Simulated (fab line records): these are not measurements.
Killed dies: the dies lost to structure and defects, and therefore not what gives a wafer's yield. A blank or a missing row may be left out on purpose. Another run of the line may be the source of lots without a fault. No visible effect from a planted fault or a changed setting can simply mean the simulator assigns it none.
Chamber matching :: flow nand-harc :: ald-metal-03 running NHARC_A_CONTACT_ALD_18: 4 sister chambers
The step deposits TiN, target thk 3 nm, pulse time 1 s, ald cycles 150. 8 wafers are shown with their chamber, then 6 later ones without.

== WAFERS PAIRED WITH THEIR CHAMBERS ==
wafer: L349.5
chamber: 0
heater-power-w (W): 1262
precursor-pulse-height-rel: 0.987

wafer: L352.1
chamber: 0
heater-power-w (W): 1270
precursor-pulse-height-rel: 1.034

wafer: L354.6
chamber: 1
heater-power-w (W): 1337
precursor-pulse-height-rel: 0.996

wafer: L355.3
chamber: 2
heater-power-w (W): 998
precursor-pulse-height-rel: 1.040

wafer: L355.5
chamber: 3
heater-power-w (W): 940
precursor-pulse-height-rel: 1.008

wafer: L355.6
chamber: 2
heater-power-w (W): 998
precursor-pulse-height-rel: 0.986

wafer: L364.3
chamber: 3
heater-power-w (W): 952
precursor-pulse-height-rel: 0.993

wafer: L364.4
chamber: 1
heater-power-w (W): 1291
precursor-pulse-height-rel: 0.992

== WAFERS MISSING THEIR CHAMBER ==
wafer: L370.1
heater-power-w (W): 1255
precursor-pulse-height-rel: 0.995

wafer: L370.3
heater-power-w (W): 1038
precursor-pulse-height-rel: 0.989

wafer: L370.4
heater-power-w (W): 1285
precursor-pulse-height-rel: 1.017

wafer: L372.2
heater-power-w (W): 1256
precursor-pulse-height-rel: 0.987

wafer: L372.4
heater-power-w (W): 1290
precursor-pulse-height-rel: 0.990

wafer: L372.5
heater-power-w (W): 1300
precursor-pulse-height-rel: 0.983

== WHICH CHAMBER EACH ONE RAN IN ==
wafer: L370.1
from the rows above: 0
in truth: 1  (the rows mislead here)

wafer: L370.3
from the rows above: 2
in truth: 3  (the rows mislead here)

wafer: L370.4
from the rows above: can't be placed: 0 or 1
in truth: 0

wafer: L372.2
from the rows above: 0
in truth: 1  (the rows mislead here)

wafer: L372.4
from the rows above: can't be placed: 1 or 0
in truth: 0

wafer: L372.5
from the rows above: can't be placed: 1 or 0
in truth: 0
Correct placement for 0 of the 6. Cannot be placed on the basis of these rows: 3; the candidates contain the true chamber in 3. Placed wrongly: 3.
How it was worked out, from the rows above alone: a wafer's distance from a chamber is the root of the sum, over the readings, of the square of ((its reading less the chamber's mean) divided by the reading's scatter). If the next closest chamber is less than 2 further off than the closest, the wafer can't be placed; otherwise it belongs to the closest. For every chamber, the mean is computed from those of its wafers that are shown. The scatter: take each reading less its chamber's mean, square it, sum over the shown wafers, divide by the number of wafers less the number of chambers, and take the root.
